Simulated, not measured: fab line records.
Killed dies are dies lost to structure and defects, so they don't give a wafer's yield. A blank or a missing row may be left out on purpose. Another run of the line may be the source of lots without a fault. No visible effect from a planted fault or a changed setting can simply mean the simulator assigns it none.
Matching of chambers | flow n5 finfet | 4 sister chambers for N5_BEOL_M5_STRIP_64 on rie diel-03
The step strips in CF4. 22 wafers are shown with their chamber, then 11 later ones without.

== WAFERS PAIRED WITH THEIR CHAMBERS ==
wafer  | chamber | showerhead plenum p Torr (Torr) | drypump motor current A (A) | oes product au (a.u.)
L074.1 | 3       | 1.82                            | 6.2                         | 0.89
L074.3 | 2       | 1.80                            | 5.5                         | 0.74
L074.6 | 2       | 1.80                            | 5.5                         | 0.74
L080.1 | 1       | 1.87                            | 6.1                         | 0.74
L080.4 | 3       | 1.82                            | 6.2                         | 0.88
L080.6 | 2       | 1.80                            | 5.4                         | 0.74
L081.4 | 2       | 1.80                            | 5.4                         | 0.73
L081.5 | 0       | 1.74                            | 6.2                         | 0.78
L081.6 | 1       | 1.86                            | 6.1                         | 0.73
L082.2 | 3       | 1.82                            | 6.3                         | 0.86
L082.3 | 1       | 1.86                            | 6.1                         | 0.73
L082.6 | 2       | 1.80                            | 5.5                         | 0.72
L083.1 | 0       | 1.73                            | 6.2                         | 0.77
L083.2 | 1       | 1.86                            | 6.1                         | 0.74
L083.4 | 2       | 1.80                            | 5.5                         | 0.72
L084.1 | 0       | 1.73                            | 6.2                         | 0.77
L084.2 | 3       | 1.81                            | 6.2                         | 0.86
L084.3 | 2       | 1.80                            | 5.5                         | 0.73
L089.3 | 1       | 1.86                            | 6.1                         | 0.72
L089.5 | 0       | 1.73                            | 6.1                         | 0.77
L089.6 | 3       | 1.81                            | 6.2                         | 0.84
L092.1 | 3       | 1.81                            | 6.2                         | 0.84

SIGNATURES, as means of the wafers listed above
reading                  | chamber 0 | chamber 1 | chamber 2 | chamber 3 | scatter within a chamber
showerhead plenum p Torr | 1.7325    | 1.8620    | 1.8000    | 1.8150    | 0.00412
drypump motor current A  | 6.175     | 6.100     | 5.471     | 6.217     | 0.0409
oes product au           | 0.7725    | 0.7320    | 0.7314    | 0.8617    | 0.0127
Rule: distance of a wafer from a chamber = root of the sum over the readings of ((wafer's reading minus chamber's mean) / reading's scatter) squared. If the next closest chamber is less than 2 further off than the closest, the wafer can't be placed; otherwise it belongs to the closest. The scatter: the root of (the sum of the squares of (reading less its chamber's mean) over the shown wafers, divided by (wafers less chambers)).

== WAFERS WITH NO CHAMBER GIVEN ==
wafer  | showerhead plenum p Torr (Torr) | drypump motor current A (A) | oes product au (a.u.)
L092.4 | 1.86                            | 6.1                         | 0.71
L092.6 | 1.81                            | 6.2                         | 0.84
L093.3 | 1.73                            | 6.2                         | 0.75
L093.4 | 1.81                            | 6.2                         | 0.83
L093.6 | 1.73                            | 6.2                         | 0.75
L095.1 | 1.73                            | 6.2                         | 0.75
L095.2 | 1.81                            | 6.2                         | 0.83
L095.4 | 1.86                            | 6.2                         | 0.71
L094.1 | 1.85                            | 6.2                         | 0.71
L094.2 | 1.79                            | 5.4                         | 0.71
L094.6 | 1.85                            | 6.2                         | 0.70

== WHICH CHAMBER EACH WENT THROUGH ==
wafer  | from the rows above | in truth
L092.4 | 1                   | 1
L092.6 | 3                   | 3
L093.3 | 0                   | 0
L093.4 | 3                   | 3
L093.6 | 0                   | 0
L095.1 | 0                   | 0
L095.2 | 3                   | 3
L095.4 | 1                   | 1
L094.1 | 1                   | 1
L094.2 | 2                   | 2
L094.6 | 1                   | 1
11 of 11 placed correctly. Number that these rows cannot place: 0. Number placed wrongly: 0.
